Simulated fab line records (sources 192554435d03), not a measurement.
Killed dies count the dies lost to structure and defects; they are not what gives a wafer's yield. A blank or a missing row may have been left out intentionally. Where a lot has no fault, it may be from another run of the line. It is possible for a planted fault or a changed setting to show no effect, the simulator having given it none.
Comparing a struck lot with a sound one :: flow n5-finfet :: 26 out of 1938 route steps
Sound: wafers L522.2, L522.5, L522.6. Wafers struck: L517.2, L517.3, L517.6. Last of all comes the cause.
Per side, at each step with rows, come the tool, then ch with its chambers, and then its first start. Under that, the readings that differ: sound wafers :: struck wafers :: difference of the means :: sigmas: that difference in standard deviations of wafers without a fault.
alike: a reading whose means differ by less than 2 such deviations, as well as words and numbers matching on both sides. not compared: withheld readings; readings where some wafer has no value; bounds like >300 that might hide an equal value; numbers whose values overlap and for which the record gives no deviation.
A row with sigmas, a row that says differs or no value, or rows on one side alone: a step with any of these is where the two part. Numbers that don't overlap but have no deviation are shown without sigmas and don't part them. A reading missing from all wafers of one side parts the sides only when that side holds two or more wafers.

first, 1 step without rows for these wafers: N5_DUMMY_GATE_SRD_01 (time 30 s).
N5_DUMMY_GATE_ALD_02: deposits SiO2, target thk 2 nm, pulse time 1 s.
  sound on ald-sin-02 ch 2,3, day 7 01:44; struck on ald-sin-03 ch 0,3, day 5 19:52
  alike: heater-power-w, precursor-pulse-height-rel
then, 3 steps without rows for these wafers: N5_DUMMY_GATE_CVD_03 (deposits a-Si from SiH4, target thk 150 nm, time 8042 s); N5_DUMMY_GATE_PRECLEAN_46 (cleans in DIW, time 89.5 s); N5_DUMMY_GATE_SRD_47 (dry time 32 s).
N5_DUMMY_GATE_CMP_04: polishes a-Si.
  sound on cmp-03 ch 0,2,3, day 7 05:38; struck on cmp-04 ch 1,2,3, day 5 23:43
  alike: motor-current-A, time-to-endpoint-s
N5_DUMMY_GATE_THK_MEAS_05:
  sound on film-metro-01, day 7 05:49; struck on film-metro-01, day 5 23:57
  alike: thk-nm
then, 5 steps without rows for these wafers: N5_DUMMY_GATE_HM_DEP_06 (deposits SiNx from DCS/NH3, target thk 80 nm, time 5141 s); N5_DUMMY_GATE_PECVD_30 (deposits SiO2 from TEOS/O2, target thk 55 nm, time 10.8 s); N5_DUMMY_GATE_COAT_34 (time 60 s, resist thk 60 nm); N5_DUMMY_GATE_COAT_35 (time 60 s, resist thk 10 nm); N5_DUMMY_GATE_COAT_28 (time 60 s, resist thk 10 nm).
N5_DUMMY_GATE_COAT_09: resist thk 30 nm.
  sound on litho-track-01 ch 0, day 7 09:52; struck on litho-track-04 ch 0, day 6 04:01
reading: spin-speed-rpm (rpm)
sound: 1499.5 1499.3 1499.9
struck: 1465.9 1466.5 1465.9
difference: -33.5
sigmas: -30

reading: model.CAR-EUV_of_DUMMY_GATE_COAT_09.thk-nm (nm)
sound: 30 30 30
struck: 30.2 30.4 30.4
difference: +0.3
sigmas: 
  alike: exhaust-pa
then, 5 steps without rows for these wafers: N5_DUMMY_GATE_EBR_11; N5_DUMMY_GATE_SOFTBAKE_10 (time 60 s); N5_DUMMY_GATE_EXPOSE_12 (exposes mask GATE, target cd 25 nm); N5_DUMMY_GATE_PEB_13 (peb time 60 s); N5_DUMMY_GATE_DEVELOP_14 (develop time 30 s).
N5_DUMMY_GATE_CD_MEAS_15 targets a cd of 25.8 nm.
  sound on cd-sem-01 ch 0, day 7 10:15; struck on cd-sem-01 ch 0, day 6 04:17
  alike: cd-nm
N5_DUMMY_GATE_OVL_MEAS_16:
  sound on overlay-02 ch 0, day 7 10:18; struck on overlay-01 ch 0, day 6 04:19
  alike: GATE_OVL
N5_DUMMY_GATE_INSPECT_17: inspects for defects (brightfield).
  sound on defect-inspect-02, day 7 10:21; struck on defect-inspect-01, day 6 04:22
  alike: raw-defect-count
N5_DUMMY_GATE_DESCUM_20: chemistry O2, time 6.2 s.
  sound on rie-diel-02 ch 0,1,3, day 7 10:23; struck on rie-diel-01 ch 1,2,3, day 6 04:25
  alike: drypump-motor-current-A, oes-product-au, rf-vpp-V, showerhead-plenum-p-Torr, throttle-valve-pct
  not compared: rf-hours-counter-h
N5_DUMMY_GATE_ETCH_29: etches underlayer in N2/H2, target depth 13 nm.
  sound on rie-diel-02 ch 0,1,3, day 7 10:27; struck on rie-diel-01 ch 1,2,3, day 6 04:28
  alike: drypump-motor-current-A, oes-product-au, rf-vpp-V, showerhead-plenum-p-Torr, throttle-valve-pct
  not compared: rf-hours-counter-h, model.CAR-EUV_of_DUMMY_GATE_COAT_09.thk-nm
N5_DUMMY_GATE_ETCH_36: etches SiARC in CF4, target depth 13 nm.
  sound on rie-diel-02 ch 0,1,3, day 7 10:29; struck on rie-diel-01 ch 1,2,3, day 6 04:31
  alike: drypump-motor-current-A, oes-product-au, rf-vpp-V, showerhead-plenum-p-Torr, throttle-valve-pct
  not compared: rf-hours-counter-h
-- the record jumps here: 5 days lie between the struck wafers' starts before and after (it left off in module DUMMY_GATE and takes up again in module BEOL_M4, whose first step shown is number 1111 of the route) --
N5_BEOL_M4_RC_MEAS_101:
  sound on prober-02 ch 0, day 13 08:17; struck on prober-01 ch 0, day 10 23:34
  alike: DIBL_N, DIBL_P, IOFF_N, IOFF_P, ION_N, ION_P, SS_N, SS_P, VT_N, VT_P
-- a jump in the record: the struck wafers' starts before and after are 5 days apart (it breaks off in module BEOL_M4 and resumes in module PASSIVATION, where the first step shown is number 1936 of the route) --
N5_PASSIVATION_PROBE_49:
  sound on prober-02, day 18 02:14; struck on prober-01, day 15 18:59
  alike: defect-limited-yield, killed_at_M0_to_M3, killed_at_M4_up, killed-at-contacts, killed-at-front-end, killed-at-other, killed-dies, killed-on-rim, killed-open, killed-short, sort_bin_5_function, sort_bin_6_memory, sort_bin_8_speed, sort-n-pass, sort-yield-pct

## WHERE THEY PART
Only at N5_DUMMY_GATE_COAT_09, as far as this record shows. Later steps at which nothing parts them and some readings are alike: N5_DUMMY_GATE_CD_MEAS_15, N5_DUMMY_GATE_OVL_MEAS_16, N5_DUMMY_GATE_INSPECT_17, N5_DUMMY_GATE_DESCUM_20, N5_DUMMY_GATE_ETCH_29, N5_DUMMY_GATE_ETCH_36, N5_BEOL_M4_RC_MEAS_101, N5_PASSIVATION_PROBE_49.

WHY: the cause the simulator had injected
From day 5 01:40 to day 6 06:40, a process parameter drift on litho-track-04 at N5_DUMMY_GATE_COAT_09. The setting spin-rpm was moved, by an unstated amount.
